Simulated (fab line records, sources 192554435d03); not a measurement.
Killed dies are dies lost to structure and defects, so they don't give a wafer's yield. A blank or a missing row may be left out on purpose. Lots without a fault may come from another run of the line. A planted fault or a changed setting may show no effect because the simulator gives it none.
A struck lot beside a sound one | flow n5_finfet | 37 steps out of a route of 1938
Sound: wafers L469.3, L469.4, L469.6. Struck: wafer L480.2. (L480.5 of the same lot was not struck and is left out.) The cause comes at the end.
At each step with rows: each side's tool, then ch and its chambers, then its first start. Under that, the readings that differ: sound wafers | struck wafers | difference of the means | sigmas: that difference in standard deviations of wafers without a fault.
alike: readings whose means differ by less than 2 such deviations, and words and numbers that are the same on both sides. not compared: withheld readings, readings that some wafer has no value for, bounds like >300 that may hide the same value, and numbers for which the record gives no deviation and whose values overlap.
The two part at a step that has a row with sigmas, a row that says differs or no value, or rows on one side only. Numbers that don't overlap but have no deviation are shown without sigmas and don't part them. A reading that every wafer of one side lacks parts them only if that side has two wafers or more.

first, 9 steps without rows for these wafers: N5_HKMG_FIN_SOFTBAKE_44 (time 60 s); N5_HKMG_FIN_EXPOSE_46 (exposes mask NDIPOLE); N5_HKMG_FIN_PEB_47 (peb time 60 s); N5_HKMG_FIN_DEVELOP_48 (develop time 30 s); N5_HKMG_FIN_DESCUM_53 (chemistry O2, time 7.9 s); N5_HKMG_FIN_ETCH_54 (etches SiARC in CF4, target depth 45.5 nm, time 75.8 s); N5_HKMG_FIN_ETCH_55 (etches SOC in N2/H2, target depth 240 nm, time 300 s); N5_HKMG_FIN_STRIP_56 (strips in N2/H2); N5_HKMG_FIN_STRIP_57 (strips in CF4).
N5_HKMG_FIN_ETCH_58: etches SOC in N2/H2, target depth 215.8 nm, time 741 s.
  sound on rie_diel-04 ch 0,1,2, day 4 22:16; struck on rie_diel-04 ch 1, day 7 14:28
  reading                                   | sound             | struck | difference | sigmas
  run_length_s (s)                          | 764.6 764.6 764.8 | 495.4  | -269.3     | -99 or more
  model.etch.depth_nm (nm)                  | 230.4 215.8 217.2 | 137.5  | -83.6      |
  model.HKMG_FIN.feature_depth_nm (nm)      | 230.4 215.8 217.2 | 137.6  | -83.5      |
  model.SOC_of_HKMG_FIN_COAT_41.thk_nm (nm) | 70 84.6 82.6      | 162.6  | +83.5      |
  alike: drypump_motor_current_A, oes_product_au, rf_vpp_V, showerhead_plenum_p_Torr, throttle_valve_pct
  not compared: rf_hours_counter_h
N5_HKMG_FIN_STRIP_93: strips SOC in N2/H2, time 20 s.
  sound on rie_diel-04 ch 0,1,2, day 4 22:41; struck on rie_diel-04 ch 1, day 7 14:53
  reading                                   | sound          | struck | difference | sigmas
  model.SOC_of_HKMG_FIN_COAT_41.thk_nm (nm) | 59.2 74.4 72.2 | 152.2  | +83.6      |
  alike: drypump_motor_current_A, oes_product_au, power_w, rf_vpp_V, showerhead_plenum_p_Torr, throttle_valve_pct
  not compared: rf_hours_counter_h
then, 24 steps without rows for these wafers: N5_HKMG_FIN_WET_ETCH_76 (etches Al2O3 in dNH4OH, stops on La2O3, target depth 2.25 nm, rinse time 30 s); N5_HKMG_FIN_STRIP_60 (strips in N2/H2, time 360 s); N5_HKMG_FIN_WET_ETCH_77 (etches La2O3 in dHCl, stops on HfO2, target depth 2 nm); N5_HKMG_FIN_WET_ETCH_78 (etches Al2O3 in dNH4OH, stops on La2O3, target depth 4.5 nm, rinse time 30 s); N5_HKMG_FIN_ALD_79 (deposits TiN, target thk 1.5 nm, pulse time 1 s, purge time 3 s); N5_HKMG_FIN_CVD_62 (deposits a-Si from Si2H6, target thk 3 nm, time 20.8 s); N5_HKMG_FIN_RTA_80 (time 2 s); N5_HKMG_FIN_PRECLEAN_64 (cleans in dHF, time 30 s); N5_HKMG_FIN_WET_ETCH_65 (etches a-Si in TMAH, stops on TiN, time 49 s, target depth 3 nm); N5_HKMG_FIN_WET_ETCH_81 (etches TiN in SC1, stops on HfO2, time 57 s, target depth 6 nm); N5_HKMG_FIN_WET_ETCH_82 (etches La2O3 in dHCl, stops on HfO2, target depth 2 nm, rinse time 30 s); N5_HKMG_FIN_ALD_36 (deposits TiN, target thk 1 nm, pulse time 1 s, purge time 3 s); N5_HKMG_FIN_PWFM_ALD_03 (deposits TiN, target thk 2 nm, pulse time 1 s, purge time 3 s); N5_HKMG_FIN_COAT_29 (time 60 s, resist thk 300 nm); N5_HKMG_FIN_COAT_30 (time 60 s, resist thk 35 nm); N5_HKMG_FIN_COAT_06 (resist thk 90 nm); N5_HKMG_FIN_EBR_08; N5_HKMG_FIN_SOFTBAKE_07 (time 60 s); N5_HKMG_FIN_EXPOSE_09 (exposes mask NWFM); N5_HKMG_FIN_PEB_10 (peb time 60 s); N5_HKMG_FIN_DEVELOP_11 (develop time 30 s); N5_HKMG_FIN_DESCUM_17 (chemistry O2, time 7.9 s); N5_HKMG_FIN_ETCH_31 (etches SiARC in CF4, target depth 45.5 nm, time 75.8 s); N5_HKMG_FIN_ETCH_32 (etches SOC in N2/H2, target depth 240 nm, time 300 s).
-- the record jumps here: 4 days lie between the struck wafers' starts before and after (it left off in module HKMG_FIN and takes up again in module BEOL_M4, whose first step shown is number 1111 of the route) --
N5_BEOL_M4_RC_MEAS_101:
  sound on prober-02 ch 0, day 8 13:31; struck on prober-02 ch 0, day 11 11:34
  reading             | sound                   | struck   | difference | sigmas
  IOFF_N (nA/um)      | 0.10 0.14 0.12          | 20.33    | +20.21     | +99 or more
  IOFF_N_85C (nA/um)  | 2.0 2.8 2.4             | 181.1    | +178.7     | +99 or more
  IOFF_N_LIN (nA/um)  | 0.048 0.064 0.057       | 9.678    | +9.622     | +99 or more
  IOFF_N_LONG (nA/um) | 5.1e-05 5.2e-05 5.2e-05 | 0.007308 | +0.007256  | +99 or more
  ION_N (uA/um)       | 660 668 673             | 858      | +191       | +12
  VT_N (mV)           | 258 251 253             | 108      | -146       | -34
  VT_N_LONG (mV)      | 275.2 274.3 275.6       | 133.6    | -141.4     | -74
  VT_P_LVT (mV)       | -104 -100 -103          | -127     | -25        | -7
  alike: DIBL_N, DIBL_P, IOFF_P, ION_P, SS_N, SS_P, VT_P
-- the record jumps here: 5 days lie between the struck wafers' starts before and after (it left off in module BEOL_M4 and takes up again in module PASSIVATION, whose first step shown is number 1936 of the route) --
N5_PASSIVATION_PROBE_49:
  the record has rows for the struck wafers here (prober-02, day 16 00:19) and none for the sound ones

WHERE THEY PART
First at N5_HKMG_FIN_ETCH_58; last, within this record, at N5_PASSIVATION_PROBE_49.

WHY: what the simulator had put in
Process parameter drift: rie_diel-04, from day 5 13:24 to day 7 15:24, at N5_HKMG_FIN_ETCH_58. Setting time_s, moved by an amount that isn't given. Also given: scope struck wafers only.
